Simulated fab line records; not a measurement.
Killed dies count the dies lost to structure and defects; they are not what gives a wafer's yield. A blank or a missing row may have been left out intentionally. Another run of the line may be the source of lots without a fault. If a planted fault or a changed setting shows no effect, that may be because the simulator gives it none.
The same fault as seen by 2 desks    flow n5 finfet    each desk has only its own numbers; what lay behind them comes last

## AT THE TOOL OWNER'S DESK: litho track-03
The tool's own readings at N5_WELL_APT_DEVELOP_07 (develop time 45 s): means of the sampled wafers that have a number, for each lot that ran on this tool. Marked OUT: a lot whose mean sits more than 4 standard deviations from the usual mean, which makes it out of limits; the brackets give that distance.
Columns: A = chill plate temp C at N5_WELL_APT_DEVELOP_07, usual 23.01 C
lot   first seen here  A
L962  day 7 07:34      22.94
This desk's finding: nothing out of limits on the one lot.

## THE DEFECT DESK
Lot by lot, what the route's inspections counted, given as the mean of those sampled wafers with a number. Marked OUT: a lot whose mean sits more than 4 standard deviations from the usual mean, which makes it out of limits; the brackets give that distance.
Columns: A = raw defect count at N5_ZERO_LAYER_INSPECT_20, usual 39
lot   first seen here  A
L940  day 1 19:46      28
L948  day 3 19:21      44
L951  day 4 13:16      18
L952  day 4 19:31      52
L961  day 7 01:23      48
L962  day 7 07:23      40
This desk's verdict: no lot among the 6 shows anything out of limits.

## BROUGHT TOGETHER
The tool owner's desk saw nothing out of limits.
No out-of-limits result turned up at the defect desk.

## WHAT HAD BEEN PUT IN BY THE SIMULATOR
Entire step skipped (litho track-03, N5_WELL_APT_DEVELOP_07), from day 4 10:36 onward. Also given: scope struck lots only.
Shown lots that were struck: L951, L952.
